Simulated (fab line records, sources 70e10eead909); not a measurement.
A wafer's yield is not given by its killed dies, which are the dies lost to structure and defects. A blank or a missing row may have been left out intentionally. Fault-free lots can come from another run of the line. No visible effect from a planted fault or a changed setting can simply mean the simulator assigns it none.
Chamber matching || flow nand_harc || rie_diel-13 running NHARC_A_STAIRCASE_ETCH_292: 4 sister chambers
The step etches the open film in CF4/CHF3. 14 wafers are shown with their chamber, then 7 later ones without.

WAFERS, EACH WITH ITS CHAMBER
{"wafer": "L081.1", "chamber": 1, "showerhead_plenum_p_Torr (Torr)": 1.69, "drypump_motor_current_A (A)": 6.0, "rf_vpp_V (V)": 372.5}
{"wafer": "L081.4", "chamber": 2, "showerhead_plenum_p_Torr (Torr)": 1.56, "drypump_motor_current_A (A)": 6.0, "rf_vpp_V (V)": 371.0}
{"wafer": "L081.6", "chamber": 3, "showerhead_plenum_p_Torr (Torr)": 1.59, "drypump_motor_current_A (A)": 5.2, "rf_vpp_V (V)": 370.9}
{"wafer": "L085.3", "chamber": 2, "showerhead_plenum_p_Torr (Torr)": 1.56, "drypump_motor_current_A (A)": 6.0, "rf_vpp_V (V)": 370.5}
{"wafer": "L085.4", "chamber": 0, "showerhead_plenum_p_Torr (Torr)": 1.61, "drypump_motor_current_A (A)": 5.5, "rf_vpp_V (V)": 372.1}
{"wafer": "L085.5", "chamber": 1, "showerhead_plenum_p_Torr (Torr)": 1.69, "drypump_motor_current_A (A)": 6.1, "rf_vpp_V (V)": 375.3}
{"wafer": "L089.2", "chamber": 2, "showerhead_plenum_p_Torr (Torr)": 1.55, "drypump_motor_current_A (A)": 6.1, "rf_vpp_V (V)": 370.7}
{"wafer": "L089.5", "chamber": 2, "showerhead_plenum_p_Torr (Torr)": 1.55, "drypump_motor_current_A (A)": 6.1, "rf_vpp_V (V)": 370.1}
{"wafer": "L089.6", "chamber": 1, "showerhead_plenum_p_Torr (Torr)": 1.68, "drypump_motor_current_A (A)": 6.1, "rf_vpp_V (V)": 375.0}
{"wafer": "L088.1", "chamber": 3, "showerhead_plenum_p_Torr (Torr)": 1.59, "drypump_motor_current_A (A)": 5.2, "rf_vpp_V (V)": 370.9}
{"wafer": "L088.4", "chamber": 1, "showerhead_plenum_p_Torr (Torr)": 1.68, "drypump_motor_current_A (A)": 6.1, "rf_vpp_V (V)": 373.6}
{"wafer": "L088.6", "chamber": 2, "showerhead_plenum_p_Torr (Torr)": 1.55, "drypump_motor_current_A (A)": 6.1, "rf_vpp_V (V)": 369.9}
{"wafer": "L091.1", "chamber": 2, "showerhead_plenum_p_Torr (Torr)": 1.55, "drypump_motor_current_A (A)": 6.0, "rf_vpp_V (V)": 370.2}
{"wafer": "L091.3", "chamber": 2, "showerhead_plenum_p_Torr (Torr)": 1.55, "drypump_motor_current_A (A)": 6.0, "rf_vpp_V (V)": 369.6}

SIGNATURES (means of the wafers above)
{"reading": "showerhead_plenum_p_Torr", "chamber 0": 1.6100, "chamber 1": 1.6850, "chamber 2": 1.5529, "chamber 3": 1.5900, "scatter within a chamber": 0.00493}
{"reading": "drypump_motor_current_A", "chamber 0": 5.500, "chamber 1": 6.075, "chamber 2": 6.043, "chamber 3": 5.200, "scatter within a chamber": 0.0496}
{"reading": "rf_vpp_V", "chamber 0": 372.100, "chamber 1": 374.100, "chamber 2": 370.286, "chamber 3": 370.900, "scatter within a chamber": 0.803}
Rule: a wafer lies at a distance from a chamber equal to the root of the sum of squares, over the readings, of (its reading less the chamber's mean, divided by the reading's scatter). The wafer belongs to the nearest chamber; if the next one is less than 2 further off, it can't be placed. The scatter: the root of (the sum of the squares of (reading less its chamber's mean) over the shown wafers, divided by (wafers less chambers)).

WAFERS WITH NO CHAMBER GIVEN
{"wafer": "L091.4", "showerhead_plenum_p_Torr (Torr)": 1.59, "drypump_motor_current_A (A)": 5.2, "rf_vpp_V (V)": 370.9}
{"wafer": "L092.2", "showerhead_plenum_p_Torr (Torr)": 1.68, "drypump_motor_current_A (A)": 6.1, "rf_vpp_V (V)": 374.3}
{"wafer": "L092.3", "showerhead_plenum_p_Torr (Torr)": 1.60, "drypump_motor_current_A (A)": 5.5, "rf_vpp_V (V)": 372.7}
{"wafer": "L092.4", "showerhead_plenum_p_Torr (Torr)": 1.55, "drypump_motor_current_A (A)": 6.0, "rf_vpp_V (V)": 368.9}
{"wafer": "L096.1", "showerhead_plenum_p_Torr (Torr)": 1.68, "drypump_motor_current_A (A)": 6.1, "rf_vpp_V (V)": 373.7}
{"wafer": "L096.3", "showerhead_plenum_p_Torr (Torr)": 1.55, "drypump_motor_current_A (A)": 6.0, "rf_vpp_V (V)": 370.5}
{"wafer": "L096.6", "showerhead_plenum_p_Torr (Torr)": 1.58, "drypump_motor_current_A (A)": 5.2, "rf_vpp_V (V)": 370.2}

EACH ONE'S CHAMBER
{"wafer": "L091.4", "from the rows above": 3, "in truth": 3}
{"wafer": "L092.2", "from the rows above": 1, "in truth": 1}
{"wafer": "L092.3", "from the rows above": 0, "in truth": 0}
{"wafer": "L092.4", "from the rows above": 2, "in truth": 2}
{"wafer": "L096.1", "from the rows above": 1, "in truth": 1}
{"wafer": "L096.3", "from the rows above": 2, "in truth": 2}
{"wafer": "L096.6", "from the rows above": 3, "in truth": 3}
Correctly placed: 7 of 7. Left unplaced by these rows: 0. Number placed wrongly: 0.
